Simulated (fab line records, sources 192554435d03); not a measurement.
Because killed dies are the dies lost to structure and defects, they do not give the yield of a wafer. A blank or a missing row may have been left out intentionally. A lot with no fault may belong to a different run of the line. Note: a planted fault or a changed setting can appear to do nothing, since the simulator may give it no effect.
fab line records	flow n5Finfet
[record] lots = 7	wafers = 21
route steps=1938 shown BEOL_M5@1142 BEOL_M6@1197 BEOL_M7@1263
startH: hours from the record's opening day to when the first of the lot's shown wafers began	waitH: hours from the lot's prior step to this one	" the same as in the row above	L1.1+2: several wafers, shown together as one row	- value missing, or start not given	* or withheld: withheld	< > ~ a bound
route shown NAME@n: NAME is a module with steps in the file, n the number in the route of the first one	usual: mean/standard deviation taken from wafers without a fault	same: alike in all rows	chamber/n: place in a boat	sites: readings site by site	_std_site: standard deviation of those values	_edge_site: mean of outer sites minus mean of inner sites	radiusMm: how far each site lies from the wafer's centre	mask NAME#n: copy n	behind: the last tool/chamber to shape the wafer	hold: what put the lot on hold/how long, in hours/how the hold closed	device: the n, p or np transistor that did not switch	end of line: the tests these same wafers got at the end of their route	a step without rows: its recipe alone	killed: count of dies lost to structure and defects at first sort (not the wafer's yield)	map: a wafer's dies, marking killed ones x, the rest . and places with no die _
set.NAME: the setting as run; set.NAME@STEP: as run at that earlier step	model.NAME: the simulator's own value behind a step, which no gauge read
lots run with intentionally changed settings; tables by step, rows by wafer
[[steps]]
[step N5_BEOL_M5_COAT_22]
[recipe] resist = CAR-EUV	spinRpm = 1500	resistThkNm = 30
lot.wafer	tool	chamber	startH	waitH	set.spinRpm	model.CAR-EUV_of_BEOL_M5_COAT_22.thkNm
L078.3+6	lithoTrack-03	0	-	-	1653	28.6
L078.4	"	0	"	"	1500	30
L079.1+5	lithoTrack-04	0	-	-	1500	30
L079.3	"	0	"	"	1551	29.4
L083.2	lithoTrack-02	0	-	-	1371	31.4
L083.5	"	0	"	"	1371	31.6
L083.6	"	0	"	"	1500	30.2
L084.2+4	lithoTrack-03	0	-	-	1344	31.8
L084.3	"	0	"	"	1500	30.2
L085.1+5+6	lithoTrack-03	0	-	-	1500	30
L088.1	lithoTrack-04	0	-	-	1639	28.6
L088.3+5	"	0	"	"	1500	30
L087.1	lithoTrack-03	0	-	-	1500	29.8
L087.2+3	"	0	"	"	1500	30
[step N5_BEOL_M5_EBR_24]
[recipe] solvent = PGMEA	ebrWidthMm = 1.5
[step N5_BEOL_M5_SOFTBAKE_23]
[recipe] tempC = 110	timeS = 60	resist = CAR-EUV
[step N5_BEOL_M5_DESCUM_33]
[recipe] chemistry = O2	timeS = 7	sourcePowerW = 50	biasPowerW = 20	pressureMtorr = 20	rfFrequencyHz = 2.712e+07	tempC = 40	resist = CAR-EUV	o2FlowSccm = 225
lot.wafer	tool	chamber	startH	waitH	set.spinRpm@BEOL_M5_COAT_22	model.CAR-EUV_of_BEOL_M5_COAT_22.thkNm
L078.3+6	rieDiel-05	3	222.93	0.2	1653	24.8
L078.4	"	0	"	"	1500	26.2
L079.1	rieDiel-05	0	245.20	0.0	1500	26
L079.3	"	2	"	"	1551	25.6
L079.5	"	3	"	"	1500	26.2
L083.2+5	rieDiel-02	2,3	281.99	0.0	1371	27.6
L083.6	"	2	"	"	1500	26.2
L084.2+4	rieDiel-02	2,3	293.78	0.1	1344	27.8
L084.3	"	0	"	"	1500	26.2
L085.1+5+6	rieDiel-05	0,2,3	299.36	0.0	1500	26.2
L088.1	rieDiel-05	3	303.46	0.4	1639	24.8
L088.3+5	"	2,3	"	"	1500	26
L087.1+3	rieDiel-03	3,1	309.07	0.1	1500	26
L087.2	"	2	"	"	1500	26.2
[step N5_BEOL_M6_PECVD_70]
[recipe] material = SiO2	targetThkA = 200	tempC = 400	precursor = TEOS/O2	pressureTorr = 5.5	rfW = 450	teosFlowSccm = 53.8	gas = O2	flowSccm = 3000	timeS = 22.7
lot.wafer	tool	chamber	startH	waitH	set.tempC	model.SiO2_of_BEOL_M6_PECVD_70.thkNm
L078.3+6	pecvd-01	0,1	232.14	0.0	400	20
L078.4	"	2	"	"	400	20.2
L079.1	pecvd-01	2	255.55	0.0	400	20.2
L079.3	"	1	"	"	400	19.6
L079.5	"	1	"	"	400	20
L083.2	pecvd-02	0	290.26	0.0	390	21
L083.5+6	"	0,2	"	"	400	20
L084.2	pecvd-01	0	302.14	0.0	400	20
L084.3	"	1	"	"	400	19.6
L084.4	"	1	"	"	400	19.8
L085.1	pecvd-01	2	307.37	0.0	400	19.6
L085.5	"	1	"	"	400	20
L085.6	"	2	"	"	400	20.2
L088.1	pecvd-01	1	311.92	0.0	400	20
L088.3	"	2	"	"	389.8	21.2
L088.5	"	1	"	"	389.8	21.6
L087.1	pecvd-02	1	317.55	0.0	408.5	18.6
L087.2	"	2	"	"	408.5	18.8
L087.3	"	0	"	"	400	19.6
[step N5_BEOL_M6_EXPOSE_08]
[recipe] maskId = M6	na = 1.35	sourceShape = dipole	sigmaInner = 0.817	sigmaOuter = 0.97	polarization = te	doseMj = 68.25
lot.wafer	tool	chamber	startH	waitH	mask	set.doseMj
L078.3+4+6	arfiScanner-01	0	232.96	-	M6#0	68.25
L079.1+3+5	arfiScanner-02	0	256.99	-	M6#0	68.25
L083.2	arfiScanner-02	0	291.73	-	M6#0	68.25
L083.5+6	"	0	"	"	M6#0	66.76
L084.2+3+4	arfiScanner-03	0	304.02	-	M6#0	63.15
L085.1+5+6	arfiScanner-03	0	308.45	-	M6#0	68.25
L088.1+5	arfiScanner-03	0	313.44	-	M6#0	68.25
L088.3	"	0	"	"	M6#0	70.96
L087.1	arfiScanner-02	0	318.37	-	M6#0	68.25
L087.2+3	"	0	"	"	M6#0	72.44
[step N5_BEOL_M6_PEB_09]
[recipe] pebTempC = withheld	pebTimeS = 60	resist = CAR-ArF
[step N5_BEOL_M6_DEVELOP_10]
[recipe] developTimeS = 30	developer = TMAH	resist = CAR-ArF	rinseLiquid = diw	dry = airSpin	devTempC = 23
[step N5_BEOL_M6_CD_MEAS_11]
[recipe] targetCdNm = 38.5	landingEnergyEv = 500	detector = seInlens	polarity = opening
[usual] cdNm = 38.5/0.54
lot.wafer	tool	chamber	startH	waitH	set.doseMj@BEOL_M6_EXPOSE_08	cdNm
L078.3	cdSem-01	0	233.08	-	68.25	38.8
L078.4	"	0	"	"	68.25	38.1
L078.6	"	0	"	"	68.25	38.3
L079.1	cdSem-01	0	257.12	-	68.25	39.1
L079.3	"	0	"	"	68.25	38.7
L079.5	"	0	"	"	68.25	39.1
L083.2	cdSem-03	0	291.85	-	68.25	38.4
L083.5	"	0	"	"	66.76	37.3
L083.6	"	0	"	"	66.76	36.9
L084.2	cdSem-03	0	304.14	-	63.15	35.7
L084.3	"	0	"	"	63.15	35.3
L084.4	"	0	"	"	63.15	35.2
L085.1	cdSem-01	0	308.58	-	68.25	38.2
L085.5	"	0	"	"	68.25	38.2
L085.6	"	0	"	"	68.25	38.4
L088.1	cdSem-03	0	313.57	-	68.25	39.0
L088.3	"	0	"	"	70.96	41.5
L088.5	"	0	"	"	68.25	38.2
L087.1	cdSem-02	0	318.50	-	68.25	38.5
L087.2	"	0	"	"	72.44	42.0
L087.3	"	0	"	"	72.44	41.8
[step N5_BEOL_M6_DESCUM_16]
[recipe] chemistry = O2	timeS = 7.9	sourcePowerW = 50	biasPowerW = 20	pressureMtorr = 20	rfFrequencyHz = 2.712e+07	tempC = 40	resist = CAR-ArF	o2FlowSccm = 225
[step N5_BEOL_M6_ETCH_61]
[recipe] chemistry = CF4	target = SiARC	targetDepthA = 455	maskMaterial = CAR-ArF	timeS = 75.8	ionEnergyEv = 80	pressureMtorr = 40	sourceW = 545	biasW = 36	Ar_flow_sccm = 100	cf4FlowSccm = 100	ends = cleared
lot.wafer	tool	chamber	startH	waitH	set.doseMj@BEOL_M6_EXPOSE_08	model.BEOL_M6.cdOffsetNm
L078.3	rieDiel-01	1	233.29	0.0	68.25	0.4
L078.4	"	3	"	"	68.25	-0.6
L078.6	"	2	"	"	68.25	-0.4
L079.1	rieDiel-01	0	257.34	0.0	68.25	0.8
L079.3	"	2	"	"	68.25	-0.2
L079.5	"	2	"	"	68.25	0.2
L083.2	rieDiel-06	0	292.30	0.0	68.25	0.2
L083.5	"	0	"	"	66.76	-0.8
L083.6	"	3	"	"	66.76	-1.4
L084.2	rieDiel-06	1	304.33	0.0	63.15	-2.8
L084.3	"	0	"	"	63.15	-3.4
L084.4	"	3	"	"	63.15	-3.2
L085.1+5	rieDiel-06	1,2	308.78	0.0	68.25	-0.4
L085.6	"	0	"	"	68.25	0
L088.1	rieDiel-01	2	313.92	0.0	68.25	0.6
L088.3	"	3	"	"	70.96	2.8
L088.5	"	0	"	"	68.25	0.2
L087.1	rieDiel-04	3	318.63	0.0	68.25	0
L087.2	"	2	"	"	72.44	3.6
L087.3	"	1	"	"	72.44	3
[step N5_BEOL_M6_ETCH_62]
[recipe] chemistry = N2/H2	target = SOC	targetDepthA = 1100	overetchA = 220	maskMaterial = SiARC	tempC = 40	timeS = 165	ionEnergyEv = 200	pressureMtorr = 30	sourceW = 840	biasW = 150	n2FlowSccm = 200	h2FlowSccm = 200
lot.wafer	tool	chamber	startH	waitH	set.doseMj@BEOL_M6_EXPOSE_08	model.BEOL_M6.cdOffsetNm
L078.3	rieDiel-01	1	233.34	0.0	68.25	0.2
L078.4	"	3	"	"	68.25	-0.6
L078.6	"	2	"	"	68.25	-0.4
L079.1	rieDiel-01	0	257.40	0.0	68.25	0.8
L079.3	"	2	"	"	68.25	-0.4
L079.5	"	2	"	"	68.25	0
L083.2	rieDiel-06	0	292.36	0.0	68.25	0.2
L083.5	"	0	"	"	66.76	-1
L083.6	"	3	"	"	66.76	-1.4
L084.2	rieDiel-06	1	304.38	0.0	63.15	-3
L084.3+4	"	0,3	"	"	63.15	-3.2
L085.1	rieDiel-06	1	308.84	0.0	68.25	-0.4
L085.5+6	"	2,0	"	"	68.25	-0.2
L088.1	rieDiel-01	2	313.98	0.0	68.25	1
L088.3	"	3	"	"	70.96	2.8
L088.5	"	0	"	"	68.25	0.2
L087.1	rieDiel-04	3	318.68	0.0	68.25	0.2
L087.2	"	2	"	"	72.44	3.4
L087.3	"	1	"	"	72.44	3
[step N5_BEOL_M6_STRIP_68]
[recipe] chemistry = N2/H2	tempC = 40	n2FlowSccm = 200	h2FlowSccm = 200	rfFrequencyHz = 6e+07
[step N5_BEOL_M6_STRIP_67]
[recipe] chemistry = CF4	resist = SiARC	powerW = 300	biasPowerW = 75	pressureMtorr = 50	cf4FlowSccm = 150	rfFrequencyHz = 6e+07
[step N5_BEOL_M6_HM_OPEN_17]
[recipe] chemistry = Cl2/BCl3	targetDepthA = 200	overetchA = 60	target = TiN	maskMaterial = SOC	ionEnergyEv = 150	pressureMtorr = 10	icpW = 1000	biasW = 126	Cl2_flow_sccm = 53.25	bcl3FlowSccm = 21.75	Ar_flow_sccm = 25
lot.wafer	tool	chamber	startH	waitH	set.doseMj@BEOL_M6_EXPOSE_08	model.BEOL_M6.cdOffsetNm
L078.3	rieMetal-01	0	233.56	0.1	68.25	0
L078.4	"	1	"	"	68.25	-0.6
L078.6	"	0	"	"	68.25	-0.4
L079.1	rieMetal-01	1	257.58	0.0	68.25	0.6
L079.3	"	0	"	"	68.25	-0.6
L079.5	"	0	"	"	68.25	-0.2
L083.2	rieMetal-03	0	292.54	0.0	68.25	0
L083.5+6	"	0,1	"	"	66.76	-1.2
L084.2	rieMetal-02	0	304.57	0.0	63.15	-2.8
L084.3+4	"	0,1	"	"	63.15	-3.2
L085.1	rieMetal-01	0	309.02	0.0	68.25	-0.4
L085.5+6	"	1,0	"	"	68.25	-0.2
L088.1	rieMetal-01	1	314.17	0.0	68.25	0.8
L088.3	"	1	"	"	70.96	2.6
L088.5	"	1	"	"	68.25	0.2
L087.1	rieMetal-03	0	318.87	0.0	68.25	0
L087.2	"	1	"	"	72.44	3.4
L087.3	"	0	"	"	72.44	3
[step N5_BEOL_M6_STRIP_19]
[recipe] chemistry = O2	powerW = 400	tempC = 40	pressureMtorr = 30	rfFrequencyHz = 6e+07	biasPowerW = 0	overashFraction = 0.2	o2FlowSccm = 225
[step N5_BEOL_M6_CD_MEAS_18]
[recipe] pitchNm = 80	targetCdNm = 40
[usual] cdNm = 39.9/0.57
lot.wafer	tool	chamber	startH	waitH	set.doseMj@BEOL_M6_EXPOSE_08	cdNm
L078.3	cdSem-02	-	233.71	0.1	68.25	40.2
L078.4	"	-	"	"	68.25	39.1
L078.6	"	-	"	"	68.25	39.5
L079.1	cdSem-02	-	257.87	0.0	68.25	40.7
L079.3	"	-	"	"	68.25	39.5
L079.5	"	-	"	"	68.25	40.0
L083.2	cdSem-01	-	292.73	0.1	68.25	40.2
L083.5	"	-	"	"	66.76	38.8
L083.6	"	-	"	"	66.76	38.8
L084.2	cdSem-03	-	304.75	0.1	63.15	37.0
L084.3	"	-	"	"	63.15	36.5
L084.4	"	-	"	"	63.15	36.6
L085.1	cdSem-01	-	309.28	0.0	68.25	39.8
L085.5	"	-	"	"	68.25	39.8
L085.6	"	-	"	"	68.25	39.8
L088.1	cdSem-02	-	314.35	0.0	68.25	40.7
L088.3	"	-	"	"	70.96	42.5
L088.5	"	-	"	"	68.25	40.1
L087.1	cdSem-03	-	319.05	0.0	68.25	40.2
L087.2	"	-	"	"	72.44	43.3
L087.3	"	-	"	"	72.44	43.0
[step N5_BEOL_M6_COAT_63]
[recipe] resist = SOC	tempC = 250	timeS = 60	spinRpm = 1500	resistThkNm = 60
[step N5_BEOL_M6_COAT_64]
[recipe] resist = SiARC	tempC = 220	timeS = 60	spinRpm = 1500	resistThkNm = 12
[step N5_BEOL_M6_STRIP_80]
[recipe] chemistry = N2/H2	timeS = 10	powerW = 450	tempC = 40	pressureMtorr = 20	rfFrequencyHz = 6e+07	biasPowerW = 7	n2FlowSccm = 200	h2FlowSccm = 200
[step N5_BEOL_M6_HM_STRIP_39]
[recipe] chemistry = peroxideTinStrip	material = TiN	targetDepthA = 250	tempC = 50	timeS = 158
lot.wafer	tool	chamber	startH	waitH	set.tempC@BEOL_M6_PECVD_70	model.SiO2_of_BEOL_M6_PECVD_70.thkNm
L078.3+4+6	wetBench-05	7,2,0	234.66	0.0	400	20
L079.1	wetBench-03	5	260.57	0.0	400	20
L079.3	"	7	"	"	400	19.4
L079.5	"	1	"	"	400	19.8
L083.2	wetBench-03	4	294.36	0.0	390	20.8
L083.5	"	0	"	"	400	20
L083.6	"	5	"	"	400	19.8
L084.2+4	wetBench-03	1,5	306.36	0.0	400	19.8
L084.3	"	0	"	"	400	19.6
L085.1	wetBench-06	1	310.18	0.0	400	19.6
L085.5	"	2	"	"	400	19.8
L085.6	"	3	"	"	400	20
L088.1	wetBench-03	6	316.80	0.0	400	19.8
L088.3	"	2	"	"	389.8	21.2
L088.5	"	1	"	"	389.8	21.6
L087.1+2	wetBench-03	5,4	321.69	0.0	408.5	18.6
L087.3	"	2	"	"	400	19.6
[step N5_BEOL_M6_SRD_40]
[recipe] timeS = 30	tempC = 23	rinseLiquid = diw	dry = ipaMarangoni
[step N5_BEOL_M6_PRECLEAN_42]
[recipe] chemistry = residueRemover	timeS = 60	tempC = 40
[step N5_BEOL_M6_SRD_43]
[recipe] timeS = 30	tempC = 23	rinseLiquid = diw	dry = ipaMarangoni
[step N5_BEOL_M6_CD_MEAS_35]
[recipe] targetCdNm = 40	targetCdYNm = 28	polarity = opening
[usual] cdNm = 39.9/0.59
lot.wafer	tool	chamber	startH	waitH	set.doseMj@BEOL_M6_EXPOSE_08	cdNm
L078.3	cdSem-03	-	234.78	0.0	68.25	40.2
L078.4	"	-	"	"	68.25	39.2
L078.6	"	-	"	"	68.25	39.8
L079.1	cdSem-03	-	260.69	0.0	68.25	40.2
L079.3	"	-	"	"	68.25	39.3
L079.5	"	-	"	"	68.25	40.3
L083.2	cdSem-02	-	294.48	0.0	68.25	40.3
L083.5	"	-	"	"	66.76	38.9
L083.6	"	-	"	"	66.76	39.0
L084.2	cdSem-01	-	306.48	0.0	63.15	37.3
L084.3	"	-	"	"	63.15	36.4
L084.4	"	-	"	"	63.15	36.8
L085.1	cdSem-02	-	310.31	0.0	68.25	39.9
L085.5	"	-	"	"	68.25	39.7
L085.6	"	-	"	"	68.25	39.9
L088.1	cdSem-01	-	316.92	0.0	68.25	40.5
L088.3	"	-	"	"	70.96	42.6
L088.5	"	-	"	"	68.25	39.8
L087.1	cdSem-03	-	321.81	0.0	68.25	40.1
L087.2	"	-	"	"	72.44	43.3
L087.3	"	-	"	"	72.44	43.1
[step N5_BEOL_M7_ILD_DEP_00]
[recipe] material = SiCOH_lowk	targetThkA = 1797.5	tempC = 300	precursor = DEMS/porogen	pressureTorr = 5	rfW = 500	timeS = 33.4
lot.wafer	tool	chamber	startH	waitH	set.timeS	model.SiCOH_lowk_of_BEOL_M7_ILD_DEP_00.thkNm
L078.3	pecvd-03	2	238.08	0.0	29.18	156.4
L078.4	"	0	"	"	33.4	184
L078.6	"	1	"	"	29.18	157
L079.1	pecvd-02	2	263.84	0.0	33.4	181.2
L079.3	"	0	"	"	33.4	181.6
L079.5	"	2	"	"	36.65	199.6
L083.2	pecvd-02	2	297.97	0.0	33.4	181.4
L083.5	"	0	"	"	33.4	183.6
L083.6	"	1	"	"	30.87	167.8
L084.2	pecvd-03	1	310.58	0.0	37.63	198.8
L084.3	"	2	"	"	37.63	202.8
L084.4	"	0	"	"	33.4	182.2
L085.1	pecvd-03	0	313.83	0.0	33.4	180.8
L085.5	"	2	"	"	33.4	186.4
L085.6	"	0	"	"	33.4	185.2
L088.1	pecvd-02	1	319.52	0.0	33.4	175
L088.3	"	2	"	"	33.4	176.6
L088.5	"	0	"	"	33.4	179.6
L087.1	pecvd-03	1	324.30	0.0	33.4	177.6
L087.2	"	0	"	"	33.4	177
L087.3	"	2	"	"	33.4	177.8
[step N5_BEOL_M7_CURE_74]
[recipe] tempC = 385	timeS = 240	ambient = He/Ar	material = SiCOH_lowk
lot.wafer	tool	chamber	startH	waitH	set.timeS@BEOL_M7_ILD_DEP_00	model.SiCOH_lowk_of_BEOL_M7_ILD_DEP_00.thkNm
L078.3	uvCure-02	0	238.46	0.4	29.18	134.6
L078.4	"	0	"	"	33.4	158.8
L078.6	"	0	"	"	29.18	135.2
L079.1	uvCure-01	2	263.90	0.0	33.4	156.4
L079.3	"	2	"	"	33.4	156.6
L079.5	"	2	"	"	36.65	172.4
L083.2	uvCure-01	1	298.12	0.1	33.4	156.4
L083.5	"	1	"	"	33.4	158.4
L083.6	"	1	"	"	30.87	144.6
L084.2	uvCure-01	1	310.73	0.1	37.63	171.6
L084.3	"	1	"	"	37.63	175.2
L084.4	"	1	"	"	33.4	157.2
L085.1	uvCure-01	1	313.89	0.0	33.4	156
L085.5	"	1	"	"	33.4	160.8
L085.6	"	1	"	"	33.4	159.8
L088.1	uvCure-01	2	319.58	0.0	33.4	151
L088.3	"	2	"	"	33.4	152.2
L088.5	"	2	"	"	33.4	154.8
L087.1+3	uvCure-03	2	324.36	0.0	33.4	153.2
L087.2	"	2	"	"	33.4	152.6
[step N5_BEOL_M7_THK_MEAS_01]
[recipe] reads = SiCOH_lowk_of_BEOL_M7_ILD_DEP_00
[usual] M7_ILD_THK = 155.7/2.5
lot.wafer	tool	chamber	startH	waitH	set.timeS@BEOL_M7_ILD_DEP_00	M7_ILD_THK[nm]
L078.3	filmMetro-02	-	239.14	0.5	29.18	134.6
L078.4	"	-	"	"	33.4	158.7
L078.6	"	-	"	"	29.18	135.1
L079.1	filmMetro-01	-	264.41	0.4	33.4	156.3
L079.3	"	-	"	"	33.4	156.6
L079.5	"	-	"	"	36.65	172.5
L083.2	filmMetro-02	-	298.55	0.4	33.4	156.5
L083.5	"	-	"	"	33.4	158.3
L083.6	"	-	"	"	30.87	144.5
L084.2	filmMetro-02	-	311.17	0.4	37.63	171.7
L084.3	"	-	"	"	37.63	175.3
L084.4	"	-	"	"	33.4	157.1
L085.1	filmMetro-02	-	314.40	0.4	33.4	156.0
L085.5	"	-	"	"	33.4	160.6
L085.6	"	-	"	"	33.4	159.8
L088.1	filmMetro-02	-	320.09	0.4	33.4	150.7
L088.3	"	-	"	"	33.4	152.3
L088.5	"	-	"	"	33.4	154.8
L087.1	filmMetro-02	-	325.36	0.8	33.4	153.4
L087.2	"	-	"	"	33.4	152.6
L087.3	"	-	"	"	33.4	153.3
[step N5_BEOL_M7_PECVD_70]
[recipe] material = SiO2	targetThkA = 200	tempC = 400	precursor = TEOS/O2	pressureTorr = 5.5	rfW = 450	teosFlowSccm = 53.8	gas = O2	flowSccm = 3000	timeS = 22.7
lot.wafer	tool	chamber	startH	waitH	set.tempC	model.SiO2_of_BEOL_M7_PECVD_70.thkNm
L078.3	pecvd-04	1	239.17	0.0	382.2	22.2
L078.4+6	"	2,0	"	"	382.2	22.8
L079.1	pecvd-04	0	264.45	0.0	385.7	21.8
L079.3	"	2	"	"	400	19.8
L079.5	"	0	"	"	400	20.4
L083.2	pecvd-02	2	298.59	0.0	400	19.8
L083.5+6	"	2,1	"	"	400	20
L084.2	pecvd-03	2	311.20	0.0	417.7	17.4
L084.3	"	1	"	"	400	19.8
L084.4	"	2	"	"	400	20.2
L085.1	pecvd-02	0	314.44	0.0	400	19.6
L085.5+6	"	1,0	"	"	400	20.2
L088.1+5	pecvd-02	2,1	320.13	0.0	400	20.2
L088.3	"	1	"	"	415.5	17.6
L087.1+3	pecvd-03	2,1	325.39	0.0	414.2	18
L087.2	"	0	"	"	400	20
[[key]]
[split] step = N5_BEOL_M5_COAT_22	setting = spinRpm	stated = 1500	by = wafer
[response] step = N5_BEOL_M5_COAT_22	reading = model.CAR-EUV_of_BEOL_M5_COAT_22.thkNm	change = -0.149	per = 1%	r = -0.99
[response] step = N5_BEOL_M5_DESCUM_33	reading = model.CAR-EUV_of_BEOL_M5_COAT_22.thkNm	change = -0.145	per = 1%	r = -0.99
[split] step = N5_BEOL_M6_PECVD_70	setting = tempC	stated = 400	by = wafer
[response] step = N5_BEOL_M6_PECVD_70	reading = model.SiO2_of_BEOL_M6_PECVD_70.thkNm	change = -0.462	per = 1%	r = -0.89
[response] step = N5_BEOL_M6_HM_STRIP_39	reading = model.SiO2_of_BEOL_M6_PECVD_70.thkNm	change = -0.49	per = 1%	r = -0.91
[split] step = N5_BEOL_M6_EXPOSE_08	setting = doseMj	stated = 68.25	by = wafer
[response] step = N5_BEOL_M6_CD_MEAS_11	reading = cdNm	change = +0.609	per = 1%	r = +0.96
[response] step = N5_BEOL_M6_ETCH_61	reading = model.BEOL_M6.cdOffsetNm	change = +0.56	per = 1%	r = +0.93
[response] step = N5_BEOL_M6_ETCH_62	reading = model.BEOL_M6.cdOffsetNm	change = +0.519	per = 1%	r = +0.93
[response] step = N5_BEOL_M6_HM_OPEN_17	reading = model.BEOL_M6.cdOffsetNm	change = +0.526	per = 1%	r = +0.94
[response] step = N5_BEOL_M6_CD_MEAS_18	reading = cdNm	change = +0.51	per = 1%	r = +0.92
[response] step = N5_BEOL_M6_CD_MEAS_35	reading = cdNm	change = +0.542	per = 1%	r = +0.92
[split] step = N5_BEOL_M7_ILD_DEP_00	setting = timeS	stated = 33.4	by = wafer
[response] step = N5_BEOL_M7_ILD_DEP_00	reading = model.SiCOH_lowk_of_BEOL_M7_ILD_DEP_00.thkNm	change = +1.84	per = 1%	r = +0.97
[response] step = N5_BEOL_M7_CURE_74	reading = model.SiCOH_lowk_of_BEOL_M7_ILD_DEP_00.thkNm	change = +1.61	per = 1%	r = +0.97
[response] step = N5_BEOL_M7_THK_MEAS_01	reading = M7_ILD_THK	change = +1.61	per = 1%	r = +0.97
[split] step = N5_BEOL_M7_PECVD_70	setting = tempC	stated = 400	by = wafer
[response] step = N5_BEOL_M7_PECVD_70	reading = model.SiO2_of_BEOL_M7_PECVD_70.thkNm	change = -0.579	per = 1%	r = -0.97
